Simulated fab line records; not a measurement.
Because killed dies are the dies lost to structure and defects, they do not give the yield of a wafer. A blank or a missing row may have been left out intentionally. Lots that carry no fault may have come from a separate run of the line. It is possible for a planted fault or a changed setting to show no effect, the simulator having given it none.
fab line records	flow n5-finfet	part 1 of 2: steps 1 to 23 of 37
record: lots: 5	wafers: 15	last-day: 19
route steps=1938 shown WELL_APT@54 PMOS_HMC_CHANNEL_EPI@57 FIN_SAQP@90
lots untouched by any fault: they come from a run of this same line in which no faults occurred
start-h: hours from the record's first day to the start of the lot's first wafer shown	wait-h: hours since the lot's step before	" identical to the entry in the row above	L1.1+2: several wafers, shown together as one row	- value missing, or start not given	* or withheld: withheld	< > ~ a bound
route shown NAME@n: NAME is a module with steps in the file, n the number in the route of the first one	usual: the fault-free wafers' mean and standard deviation	same: alike in all rows	chamber/n: place in a boat	sites: readings site by site	_std_site: standard deviation of those values	_edge_site: inner sites' mean taken away from outer sites' mean	radius-mm: how far each site lies from the wafer's centre	mask NAME#n: copy n	behind: tool/chamber where the wafer was last shaped	hold: why the lot went on hold/how many hours it stayed there/how the hold came to an end	device: transistor that didn't switch, given as n, p or np	end of line: the tests these same wafers got at the end of their route	where a step has no rows: the recipe by itself	killed: count of dies lost to structure and defects at first sort (not the wafer's yield)	map: per-die view of a wafer (x killed, . not killed, _ where there is no die)
set.NAME: the setting the step ran with; set.NAME@STEP: the setting that earlier step ran with	model.NAME: the simulator's own value behind a step, which no gauge read
lots seen at some steps along the route; tables by step, rows by wafer
services: a tool's chamber out of use, with start hour (start-h, from the record's first day; less than 0 if before it), hours out, and reason
== steps ==
step: N5_WELL_APT_SRD_37
recipe: dry: ipa-marangoni	do-ppb: 5	time-s: 30	temp-c: 23	rinse-liquid: diw
lot.wafer	tool	chamber	start-h	wait-h
L075.1+2+5	wet-bench-06	2,5,6	22.39	0.0
L080.2+5+6	wet-bench-04	3,1,2	52.20	0.0
L093.2+4+6	wet-bench-04	2,4,7	130.20	0.0
L095.2+3+4	wet-bench-04	2,4,6	141.86	0.0
L096.1+2+4	wet-bench-06	4,5,1	149.49	0.0
step: N5_WELL_APT_EPI_41
recipe: material: Si	target-thk-a: 500	temp-c: 650	precursor: SiH4/H2	pressure-torr: 20	time-s: 297.7
usual: chamber-pressure-Torr: 20.00/0.044	throttle-valve-pct: 11.1/0.55
lot.wafer	tool	chamber	start-h	wait-h	chamber-pressure-Torr	throttle-valve-pct
L075.1	epi-rpcvd-01	0	22.44	0.0	19.97	12.0
L075.2	"	0	"	"	20.00	12.0
L075.5	"	0	"	"	19.97	12.0
L080.2	epi-rpcvd-03	0	52.38	0.2	19.96	10.6
L080.5	"	0	"	"	19.96	10.7
L080.6	"	0	"	"	19.94	10.6
L093.2	epi-rpcvd-02	0	130.35	0.1	19.99	10.8
L093.4	"	0	"	"	20.02	11.0
L093.6	"	0	"	"	20.02	11.2
L095.2	epi-rpcvd-02	0	142.01	0.1	19.98	11.0
L095.3	"	0	"	"	20.00	10.9
L095.4	"	0	"	"	20.00	11.0
L096.1	epi-rpcvd-02	0	149.54	0.0	19.92	11.0
L096.2	"	0	"	"	19.95	11.0
L096.4	"	0	"	"	19.96	11.3
step: N5_WELL_APT_INSPECT_38
recipe: inspect-instrument: darkfield	mode: post-epi
usual: raw-defect-count: 14/4.9
lot.wafer	tool	chamber	start-h	wait-h	raw-defect-count
L075.1	defect-inspect-02	-	23.08	0.5	16
L075.2	"	-	"	"	18
L075.5	"	-	"	"	16
L080.2	defect-inspect-01	-	53.08	0.6	11
L080.5	"	-	"	"	6
L080.6	"	-	"	"	11
L093.2	defect-inspect-02	-	130.88	0.4	19
L093.4	"	-	"	"	18
L093.6	"	-	"	"	17
L095.2	defect-inspect-01	-	142.54	0.4	16
L095.3	"	-	"	"	12
L095.4	"	-	"	"	11
L096.1	defect-inspect-01	-	150.18	0.5	7
L096.2	"	-	"	"	11
L096.4	"	-	"	"	11
step: N5_PMOS_HMC_CHANNEL_EPI_HM_DEP_34
recipe: material: SiO2	target-thk-a: 360	temp-c: 400	precursor: TEOS/O2	pressure-torr: 6.5	rf-w: 900	teos-flow-sccm: 161.4	gas: O2	flow-sccm: 2650	time-s: 6.9
usual: chamber-pressure-Torr: 6.499/0.014	heater-power-w: 569/110	showerhead-plenum-p-Torr: 8.35/0.039	showerhead-vpp-V: 1810/81	throttle-valve-pct: 18.8/1.1
lot.wafer	tool	chamber	start-h	wait-h	chamber-pressure-Torr	heater-power-w	showerhead-plenum-p-Torr	showerhead-vpp-V	throttle-valve-pct
L075.1	pecvd-04	1	23.11	0.0	6.514	546	8.37	1908	20.3
L075.2	"	2	"	"	6.503	781	8.30	1695	16.9
L075.5	"	2	"	"	6.529	763	8.29	1692	17.0
L080.2	pecvd-04	0	53.12	0.0	6.487	719	8.29	1910	18.5
L080.5	"	0	"	"	6.507	740	8.29	1892	18.1
L080.6	"	1	"	"	6.509	568	8.41	1935	20.3
L093.2	pecvd-03	2	130.92	0.0	6.504	568	8.35	1762	18.1
L093.4	"	0	"	"	6.490	518	8.40	1713	18.8
L093.6	"	2	"	"	6.516	573	8.38	1766	17.9
L095.2	pecvd-02	0	142.58	0.0	6.506	531	8.38	1885	18.2
L095.3	"	2	"	"	6.504	553	8.36	1843	19.5
L095.4	"	2	"	"	6.507	541	8.38	1830	19.6
L096.1	pecvd-04	1	150.21	0.0	6.510	492	8.38	1920	20.3
L096.2	"	0	"	"	6.493	731	8.29	1891	18.2
L096.4	"	0	"	"	6.480	723	8.27	1886	18.2
step: N5_PMOS_HMC_CHANNEL_EPI_COAT_31
recipe: resist: BARC	temp-c: 205	time-s: 60	spin-rpm: 1500	resist-thk-nm: 66
lot.wafer	tool	chamber	start-h	wait-h
L075.1+2+5	litho-track-04	0	23.17	0.0
L080.2+5+6	litho-track-04	0	53.17	0.0
L093.2+4+6	litho-track-01	0	130.98	0.0
L095.2+3+4	litho-track-04	0	142.63	0.0
L096.1+2+4	litho-track-04	0	150.27	0.0
step: N5_PMOS_HMC_CHANNEL_EPI_COAT_03
recipe: resist: CAR-ArF-block	spin-rpm: 1500	resist-thk-nm: 205
lot.wafer	tool	chamber	start-h	wait-h
L075.1+2+5	litho-track-04	0	-	-
L080.2+5+6	litho-track-04	0	-	-
L093.2+4+6	litho-track-01	0	-	-
L095.2+3+4	litho-track-04	0	-	-
L096.1+2+4	litho-track-04	0	-	-
step: N5_PMOS_HMC_CHANNEL_EPI_EBR_05
recipe: solvent: PGMEA	ebr-width-mm: 1.5
same: ebr-width-mm: 1.5
lot.wafer	tool	chamber	start-h	wait-h
L075.1+2+5	litho-track-04	0	-	-
L080.2+5+6	litho-track-04	0	-	-
L093.2+4+6	litho-track-01	0	-	-
L095.2+3+4	litho-track-04	0	-	-
L096.1+2+4	litho-track-04	0	-	-
step: N5_PMOS_HMC_CHANNEL_EPI_SOFTBAKE_04
recipe: temp-c: 110	time-s: 60	resist: CAR-ArF-block
lot.wafer	tool	chamber	start-h	wait-h
L075.1+2+5	litho-track-04	0	-	-
L080.2+5+6	litho-track-04	0	-	-
L093.2+4+6	litho-track-01	0	-	-
L095.2+3+4	litho-track-04	0	-	-
L096.1+2+4	litho-track-04	0	-	-
step: N5_PMOS_HMC_CHANNEL_EPI_EXPOSE_06
recipe: mask-id: PMOS_HMC_BLK	na: 1.35	source-shape: conventional	sigma-outer: 0.8	polarization: unpolarized	target-cd-nm: 240	dose-mj: 41
lot.wafer	tool	chamber	start-h	wait-h	mask
L075.1+2+5	arfi-scanner-01	0	23.39	-	PMOS_HMC_BLK#0
L080.2+5+6	arfi-scanner-02	0	53.28	-	PMOS_HMC_BLK#0
L093.2+4+6	arfi-scanner-01	0	131.21	-	PMOS_HMC_BLK#0
L095.2+3+4	arfi-scanner-01	0	142.86	-	PMOS_HMC_BLK#0
L096.1+2+4	arfi-scanner-02	0	150.49	-	PMOS_HMC_BLK#0
step: N5_PMOS_HMC_CHANNEL_EPI_PEB_07
recipe: peb-temp-c: 110	peb-time-s: 60	resist: CAR-ArF-block
lot.wafer	tool	chamber	start-h	wait-h
L075.1+2+5	litho-track-05	0	23.45	0.1
L080.2+5+6	litho-track-05	0	53.33	0.0
L093.2+4+6	litho-track-04	0	131.26	0.0
L095.2+3+4	litho-track-04	0	142.92	0.0
L096.1+2+4	litho-track-05	0	150.55	0.1
step: N5_PMOS_HMC_CHANNEL_EPI_DEVELOP_08
recipe: develop-time-s: 30	developer: TMAH	resist: CAR-ArF-block	dev-temp-c: 23	rinse-liquid: diw	dry: air-spin
lot.wafer	tool	chamber	start-h	wait-h
L075.1+2+5	litho-track-05	0	-	-
L080.2+5+6	litho-track-05	0	-	-
L093.2+4+6	litho-track-04	0	-	-
L095.2+3+4	litho-track-04	0	-	-
L096.1+2+4	litho-track-05	0	-	-
step: N5_PMOS_HMC_CHANNEL_EPI_CD_MEAS_09
recipe: target-cd-nm: 237.4	landing-energy-ev: 500	detector: se-inlens
usual: cd-nm: 237.3/1.2
lot.wafer	tool	chamber	start-h	wait-h	cd-nm
L075.1	cd-sem-01	0	23.52	-	234.5
L075.2	"	0	"	"	236.1
L075.5	"	0	"	"	236.1
L080.2	cd-sem-03	0	53.40	-	236.4
L080.5	"	0	"	"	236.2
L080.6	"	0	"	"	237.8
L093.2	cd-sem-02	0	131.33	-	236.7
L093.4	"	0	"	"	237.0
L093.6	"	0	"	"	237.9
L095.2	cd-sem-02	0	142.98	-	235.2
L095.3	"	0	"	"	236.1
L095.4	"	0	"	"	236.0
L096.1	cd-sem-03	0	150.62	-	237.3
L096.2	"	0	"	"	237.3
L096.4	"	0	"	"	236.8
step: N5_PMOS_HMC_CHANNEL_EPI_OVL_MEAS_10
recipe: points-per-wafer: 44
usual: PMOS_HMC_BLK_OVL: 0.3/0.92
lot.wafer	tool	chamber	start-h	wait-h	PMOS_HMC_BLK_OVL[nm]
L075.1	overlay-02	0	23.55	0.0	-0.4
L075.2	"	0	"	"	-0.9
L075.5	"	0	"	"	0.5
L080.2	overlay-01	0	53.44	0.0	-0.3
L080.5	"	0	"	"	2.5
L080.6	"	0	"	"	0.1
L093.2	overlay-01	0	131.36	0.0	-0.5
L093.4	"	0	"	"	-0.3
L093.6	"	0	"	"	0.8
L095.2	overlay-01	0	143.01	0.0	0.1
L095.3	"	0	"	"	0.7
L095.4	"	0	"	"	-0.3
L096.1	overlay-02	0	150.65	0.0	-0.3
L096.2	"	0	"	"	0.9
L096.4	"	0	"	"	1.1
step: N5_PMOS_HMC_CHANNEL_EPI_INSPECT_11
recipe: mode: adi	inspect-instrument: macro
usual: raw-defect-count: 2.2/1.6
lot.wafer	tool	chamber	start-h	wait-h	raw-defect-count
L075.1	defect-inspect-02	-	23.57	0.0	2
L075.2	"	-	"	"	3
L075.5	"	-	"	"	3
L080.2	defect-inspect-02	-	53.46	0.0	2
L080.5	"	-	"	"	3
L080.6	"	-	"	"	1
L093.2	defect-inspect-02	-	131.38	0.0	3
L093.4	"	-	"	"	1
L093.6	"	-	"	"	3
L095.2	defect-inspect-02	-	143.04	0.0	3
L095.3	"	-	"	"	1
L095.4	"	-	"	"	1
L096.1	defect-inspect-02	-	150.67	0.0	3
L096.2	"	-	"	"	3
L096.4	"	-	"	"	3
step: N5_PMOS_HMC_CHANNEL_EPI_DESCUM_14
recipe: chemistry: O2	time-s: 7.9	source-power-w: 50	bias-power-w: 20	pressure-mtorr: 20	rf-frequency-hz: 2.712e+07	temp-c: 40	resist: CAR-ArF-block	o2-flow-sccm: 225
usual: drypump-motor-current-A: 5.7/0.31	oes-product-au: 0.78/0.071	rf-vpp-V: 243.2/1.5	showerhead-plenum-p-Torr: 2.09/0.066	throttle-valve-pct: 20.4/0.33
lot.wafer	tool	chamber	start-h	wait-h	drypump-motor-current-A	oes-product-au	rf-hours-counter-h	rf-vpp-V	showerhead-plenum-p-Torr	throttle-valve-pct
L075.1	rie-diel-06	2	23.83	0.3	6.0	0.82	79	242.3	2.05	20.6
L075.2	"	3	"	"	5.4	0.99	1	245.4	2.20	20.1
L075.5	"	0	"	"	5.9	0.79	-	245.7	2.17	20.2
L080.2	rie-diel-01	1	53.49	0.0	6.1	0.90	30	243.6	2.11	20.2
L080.5	"	2	"	"	5.7	0.73	-	245.5	2.16	20.5
L080.6	"	1	"	"	6.1	0.89	-	244.0	2.11	20.2
L093.2	rie-diel-01	3	131.41	0.0	5.8	0.67	251	244.3	2.12	20.1
L093.4	"	1	"	"	6.1	0.85	51	242.8	2.10	20.2
L093.6	"	2	"	"	5.7	0.71	-	244.1	2.16	20.6
L095.2	rie-diel-05	0	143.25	0.2	5.8	0.74	173	243.2	2.08	20.5
L095.3	"	3	"	"	5.7	0.83	75	241.2	2.02	19.9
L095.4	"	2	"	"	5.7	0.71	221	243.8	2.09	21.0
L096.1	rie-diel-06	0	150.81	0.1	5.9	0.75	139	244.9	2.16	20.3
L096.2	"	2	"	"	6.0	0.78	115	242.5	2.04	20.7
L096.4	"	1	"	"	6.2	0.74	202	241.0	1.98	20.1
step: N5_PMOS_HMC_CHANNEL_EPI_ETCH_32
recipe: chemistry: N2/H2	target: BARC	stop-on: SiO2	target-depth-a: 858	over-etch-frac: 0.3	time-s: 50.3	ion-energy-ev: 200	mask-material: CAR-ArF-block	pressure-mtorr: 30	source-w: 840	bias-w: 150	n2-flow-sccm: 200	h2-flow-sccm: 200
usual: drypump-motor-current-A: 5.7/0.31	oes-product-au: 0.67/0.056	rf-vpp-V: 523.9/2.7	showerhead-plenum-p-Torr: 2.54/0.094	throttle-valve-pct: 17.87/0.23
same: over-etch-frac: 0.3
lot.wafer	tool	chamber	start-h	wait-h	drypump-motor-current-A	oes-product-au	rf-hours-counter-h	rf-vpp-V	showerhead-plenum-p-Torr	throttle-valve-pct
L075.1	rie-diel-06	2	23.87	0.0	6.0	0.68	79	521.2	2.49	18.15
L075.2	"	3	"	"	5.4	0.82	1	528.8	2.72	17.76
L075.5	"	0	"	"	5.9	0.68	-	527.3	2.66	17.90
L080.2	rie-diel-01	1	53.53	0.0	6.1	0.76	30	526.8	2.61	17.90
L080.5	"	2	"	"	5.7	0.63	-	526.0	2.65	18.13
L080.6	"	1	"	"	6.1	0.77	-	526.1	2.61	17.93
L093.2	rie-diel-01	3	131.45	0.0	5.8	0.59	251	525.6	2.58	17.62
L093.4	"	1	"	"	6.1	0.74	51	525.0	2.60	17.96
L093.6	"	2	"	"	5.7	0.61	-	526.5	2.64	18.18
L095.2	rie-diel-05	0	143.29	0.0	5.8	0.64	173	522.3	2.52	17.84
L095.3	"	3	"	"	5.8	0.73	75	522.5	2.48	17.52
L095.4	"	2	"	"	5.7	0.62	221	523.5	2.51	18.22
L096.1	rie-diel-06	0	150.84	0.0	5.9	0.65	139	526.4	2.64	17.96
L096.2	"	2	"	"	6.0	0.65	115	521.2	2.48	18.19
L096.4	"	1	"	"	6.3	0.63	202	520.8	2.43	17.69
step: N5_PMOS_HMC_CHANNEL_EPI_HM_OPEN_15
recipe: chemistry: CHF3/O2	target: SiO2	mask-material: CAR-ArF-block	target-depth-a: 406	CHF3_flow_sccm: 50	O2_flow_sccm: 5	Ar_flow_sccm: 200	time-s: 20.3	pressure-mtorr: 30	source-w: 650	bias-w: 170	ion-energy-ev: 200
usual: drypump-motor-current-A: 5.7/0.31	oes_o_777_au: 0.78/0.052	oes-product-au: 0.78/0.07	rf-vpp-V: 519/11	showerhead-plenum-p-Torr: 2.41/0.095	throttle-valve-pct: 18.91/0.21
lot.wafer	tool	chamber	start-h	wait-h	drypump-motor-current-A	oes_o_777_au	oes-product-au	rf-hours-counter-h	rf-vpp-V	showerhead-plenum-p-Torr	throttle-valve-pct
L075.1	rie-diel-06	2	23.91	0.0	6.0	0.81	0.80	79	505	2.33	18.82
L075.2	"	3	"	"	5.4	0.90	0.95	1	529	2.58	18.92
L075.5	"	0	"	"	5.9	0.78	0.80	-	532	2.54	18.93
L080.2	rie-diel-01	1	53.57	0.0	6.1	0.85	0.89	30	536	2.47	18.91
L080.5	"	2	"	"	5.7	0.74	0.73	-	518	2.51	19.12
L080.6	"	1	"	"	6.1	0.85	0.89	-	537	2.47	18.91
L093.2	rie-diel-01	3	131.49	0.0	5.8	0.70	0.70	251	505	2.48	18.88
L093.4	"	1	"	"	6.1	0.82	0.86	51	535	2.46	18.94
L093.6	"	2	"	"	5.6	0.72	0.72	-	516	2.50	19.16
L095.2	rie-diel-05	0	143.33	0.0	5.8	0.72	0.74	173	515	2.40	18.98
L095.3	"	3	"	"	5.7	0.85	0.86	75	525	2.34	18.51
L095.4	"	2	"	"	5.6	0.73	0.69	221	509	2.37	19.23
L096.1	rie-diel-06	0	150.88	0.0	5.9	0.74	0.76	139	532	2.53	19.01
L096.2	"	2	"	"	6.0	0.78	0.75	115	505	2.31	18.88
L096.4	"	1	"	"	6.3	0.75	0.75	202	502	2.29	18.67
step: N5_PMOS_HMC_CHANNEL_EPI_STRIP_33
recipe: chemistry: N2/H2	power-w: 500	temp-c: 40	pressure-mtorr: 50	rf-frequency-hz: 6e+07	overash-fraction: 0.3	bias-power-w: 8	h2-frac: 0.5	n2-flow-sccm: 300	h2-flow-sccm: 300
usual: drypump-motor-current-A: 5.7/0.3	oes-product-au: 0.78/0.07	rf-vpp-V: 54.3/1.7	showerhead-plenum-p-Torr: 3.35/0.12	throttle-valve-pct: 18.9/0.37
lot.wafer	tool	chamber	start-h	wait-h	drypump-motor-current-A	oes-product-au	rf-hours-counter-h	rf-vpp-V	showerhead-plenum-p-Torr	throttle-valve-pct
L075.1	rie-diel-06	2	23.97	0.0	6.0	0.81	79	55.2	3.29	19.6
L075.2	"	3	"	"	5.4	0.97	1	53.0	3.58	18.7
L075.5	"	0	"	"	5.9	0.79	-	54.9	3.51	19.3
L080.2	rie-diel-01	1	53.63	0.0	6.1	0.89	30	54.3	3.44	19.1
L080.5	"	2	"	"	5.7	0.73	-	54.0	3.50	19.2
L080.6	"	1	"	"	6.1	0.89	-	55.8	3.44	19.1
L093.2	rie-diel-01	3	131.55	0.0	5.9	0.68	251	54.2	3.40	18.5
L093.4	"	1	"	"	6.1	0.86	51	54.0	3.43	19.1
L093.6	"	2	"	"	5.7	0.72	-	54.0	3.49	19.2
L095.2	rie-diel-05	0	143.38	0.0	5.8	0.75	173	54.0	3.33	18.7
L095.3	"	3	"	"	5.8	0.84	75	55.6	3.27	18.5
L095.4	"	2	"	"	5.7	0.72	221	54.6	3.31	19.1
L096.1	rie-diel-06	0	150.94	0.0	5.9	0.75	139	54.5	3.49	19.3
L096.2	"	2	"	"	6.0	0.78	115	51.9	3.27	19.7
L096.4	"	1	"	"	6.3	0.75	202	52.6	3.21	18.6
step: N5_PMOS_HMC_CHANNEL_EPI_STRIP_17
recipe: chemistry: SPM	time-s: 750	temp-c: 130	h2so4-h2o2-vol-ratio: 4	dry: ipa-marangoni
lot.wafer	tool	chamber	start-h	wait-h
L075.1+2+5	wet-bench-05	6,7,0	24.03	-
L080.2+5+6	wet-bench-02	7,0,1	53.69	-
L093.2+4+6	wet-bench-01	5,7,1	131.62	-
L095.2+3+4	wet-bench-02	1,2,4	143.45	-
L096.1+2+4	wet-bench-01	0,1,5	151.01	-
step: N5_PMOS_HMC_CHANNEL_EPI_ETCH_38
recipe: chemistry: CF4	target: SiO2	target-depth-a: 15	ion-energy-ev: 350	pressure-mtorr: 10	icp-w: 800	bias-w: 400	cf4-flow-sccm: 80
usual: drypump-motor-current-A: 5.6/0.38	oes-product-au: 0.998/0.022	throttle-valve-pct: 21.86/0.29
lot.wafer	tool	chamber	start-h	wait-h	drypump-motor-current-A	oes-product-au	rf-hours-counter-h	throttle-valve-pct
L075.1	rie-si-02	1	24.27	0.0	5.8	1.026	93	22.24
L075.2	"	3	"	"	6.6	1.009	202	21.98
L075.5	"	0	"	"	5.5	0.996	-	21.94
L080.2	rie-si-06	1	53.93	0.0	5.4	0.971	174	21.83
L080.5	"	3	"	"	5.0	1.012	-	21.60
L080.6	"	2	"	"	5.4	0.963	-	21.71
L093.2	rie-si-06	3	131.86	0.0	5.1	0.999	151	21.62
L093.4	"	0	"	"	5.8	1.001	108	21.47
L093.6	"	0	"	"	5.8	1.003	-	21.46
L095.2	rie-si-05	3	143.69	0.0	5.5	0.997	145	21.91
L095.3	"	0	"	"	5.2	0.969	161	21.91
L095.4	"	2	"	"	5.3	1.016	79	21.17
L096.1	rie-si-02	3	151.25	0.0	6.6	0.996	1	22.07
L096.2	"	2	"	"	5.7	1.029	67	22.32
L096.4	"	1	"	"	5.7	1.014	95	22.24
step: N5_PMOS_HMC_CHANNEL_EPI_FIN_RECESS_16
recipe: chemistry: HBr/Cl2	target: Si	mask-material: SiO2	target-depth-a: 540	time-s: 18	pressure-mtorr: 10	icp-w: 800	bias-w: 75	HBr_flow_sccm: 150	Cl2_flow_sccm: 80
usual: drypump-motor-current-A: 5.6/0.38	oes-product-au: 1.000/0.019	throttle-valve-pct: 35.5/0.48
lot.wafer	tool	chamber	start-h	wait-h	drypump-motor-current-A	oes-product-au	rf-hours-counter-h	throttle-valve-pct
L075.1	rie-si-02	1	24.29	0.0	5.7	1.024	93	35.6
L075.2	"	3	"	"	6.6	1.015	202	35.5
L075.5	"	0	"	"	5.4	0.997	-	35.6
L080.2	rie-si-06	1	53.95	0.0	5.4	0.967	174	35.4
L080.5	"	3	"	"	5.1	1.008	-	35.5
L080.6	"	2	"	"	5.4	0.966	-	35.5
L093.2	rie-si-06	3	131.88	0.0	5.0	0.999	151	35.5
L093.4	"	0	"	"	5.8	1.005	108	34.5
L093.6	"	0	"	"	5.8	1.010	-	34.5
L095.2	rie-si-05	3	143.71	0.0	5.5	0.987	145	35.4
L095.3	"	0	"	"	5.2	0.981	161	35.4
L095.4	"	2	"	"	5.3	1.018	79	34.8
L096.1	rie-si-02	3	151.27	0.0	6.6	1.016	1	35.9
L096.2	"	2	"	"	5.7	1.022	67	36.6
L096.4	"	1	"	"	5.7	1.006	95	35.7
step: N5_PMOS_HMC_CHANNEL_EPI_PRECLEAN_36
recipe: chemistry: O3/DIW	time-s: 45	temp-c: 22	o3-ppm: 10
lot.wafer	tool	chamber	start-h	wait-h
L075.1+2+5	wet-bench-02	6,4,3	24.39	0.1
L080.2+5+6	wet-bench-05	1,0,4	54.05	0.1
L093.2+4+6	wet-bench-05	5,0,1	131.98	0.1
L095.2+3+4	wet-bench-02	3,5,7	143.80	0.1
L096.1+2+4	wet-bench-01	6,0,5	151.37	0.1
step: N5_PMOS_HMC_CHANNEL_EPI_PRECLEAN_18
recipe: chemistry: DHF	time-s: 30	temp-c: 25	dilution: withheld
lot.wafer	tool	chamber	start-h	wait-h
L075.1+2+5	wet-bench-02	6,4,3	24.40	0.0
L080.2+5+6	wet-bench-05	1,0,4	54.06	0.0
L093.2+4+6	wet-bench-05	5,0,1	131.99	0.0
L095.2+3+4	wet-bench-02	3,5,7	143.82	0.0
L096.1+2+4	wet-bench-01	6,0,5	151.38	0.0
